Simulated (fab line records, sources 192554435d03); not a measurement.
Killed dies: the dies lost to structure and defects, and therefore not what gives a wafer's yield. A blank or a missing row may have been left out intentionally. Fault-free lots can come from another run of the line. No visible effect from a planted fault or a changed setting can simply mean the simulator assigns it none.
Struck lot and sound lot, side by side	flow n5-finfet	14 steps out of a route of 1938
Sound: these wafers, L828.1, L828.4, L828.6. Struck: wafer L835.1. (L835.3, L835.4 of the same lot were not struck and are left out.) The cause comes at the end.
Order at every step that has rows: each side's tool, ch and its chambers, its first start. Under that, the readings that differ: sound wafers	struck wafers	difference of the means	sigmas: that difference in standard deviations of wafers without a fault.
alike: readings whose means differ by less than 2 such deviations, and words and numbers that are the same on both sides. not compared: withheld readings, readings that some wafer has no value for, bounds like >300 that may hide the same value, and numbers for which the record gives no deviation and whose values overlap.
A row with sigmas, a row that says differs or no value, or rows on one side alone: a step with any of these is where the two part. Numbers that have no deviation but don't overlap get no sigmas and don't part them. A reading that every wafer of one side lacks parts them only if that side has two wafers or more.

first, 1 step without rows for these wafers: N5_BEOL_M8_CURE_75 (cures SiCOH lowk, time 120 s).
N5_BEOL_M8_DEGAS_44: time 60 s.
  sound: pvd-sputter-01 at day 11 21:42; struck: pvd-sputter-01 at day 13 09:05
  alike: heater-power-w
N5_BEOL_M8_PRE_CLEAN_45: time 30 s.
  sound: pvd-sputter-01 at day 11 21:44; struck: pvd-sputter-01 at day 13 09:07
  alike: heater-power-w
then, 1 step without rows for these wafers: N5_BEOL_M8_ALD_77 (deposits TaN, target thk 2 nm, pulse time 2 s, purge time 3 s).
N5_BEOL_M8_SURFACE_TREAT_79:
  sound: pvd-sputter-01 at day 11 22:05; struck: pvd-sputter-03 at day 13 09:36
  not compared: throttle-valve-pct
then, 3 steps without rows for these wafers: N5_BEOL_M8_CVD_78 (deposits Co from CCTBA/H2, target thk 2 nm, time 142.3 s); N5_BEOL_M8_SPUTTER_48 (material Cu, target thk 10 nm, time 1.667 s); N5_BEOL_M8_ECD_50 (material Cu, target thk 300 nm).
N5_BEOL_M8_ANNEAL_51: time 90 s.
  sound on rtp-anneal-01 ch 0, day 11 22:54; struck on rtp-anneal-02 ch 0, day 13 10:29
  alike: anneal-temp-c, wafer_temp_C_max
N5_BEOL_M8_CMP_52: polishes, stops on SiCOH lowk, t overpolish 6.9 s, target thk 80 nm.
  sound on cmp-02 ch 0,1,3, day 11 23:15; struck on cmp-02 ch 1, day 13 10:46
reading	sound	struck	difference	sigmas
overpolish-run-s (s)	6.897 6.903 6.900	6.876	-0.024	-3
  alike: barrier-field-endpoint-s, head-pressure-psi, motor-current-A, time-to-endpoint-s
N5_BEOL_M8_THK_MEAS_53: measures by xrf.
  sound: film-metro-01 at day 11 23:31; struck: film-metro-02 at day 13 11:05
  alike: M8_THK
then, 1 step without rows for these wafers: N5_BEOL_M8_PRE_CLEAN_55 (time 15 s).
N5_BEOL_M8_DEP_56: deposits SiCN from 3MS/NH3, target thk 10 nm, time 17.5 s.
  sound on pecvd-03 ch 0,2, day 11 23:34; struck on pecvd-03 ch 1, day 13 11:09
reading	sound	struck	difference	sigmas
chamber-pressure-Torr (Torr)	2.999 3.003 3.004	2.988	-0.014	-2
model.SiCN_of_BEOL_M8_DEP_56.thk-nm (nm)	10 10 10	10.2	+0.2	
  alike: showerhead-plenum-p-Torr, throttle-valve-pct
N5_BEOL_M8_RS_MEAS_57: uses a four-point probe to measure.
  sound: film-metro-02 at day 11 23:38; struck: film-metro-02 at day 13 11:13
  alike: M8_RS

== WHERE THEY PART ==
First at N5_BEOL_M8_CMP_52; last, within this record, at N5_BEOL_M8_DEP_56. Later steps at which nothing parts them and some readings are alike: N5_BEOL_M8_RS_MEAS_57.

WHY: the cause the simulator had injected
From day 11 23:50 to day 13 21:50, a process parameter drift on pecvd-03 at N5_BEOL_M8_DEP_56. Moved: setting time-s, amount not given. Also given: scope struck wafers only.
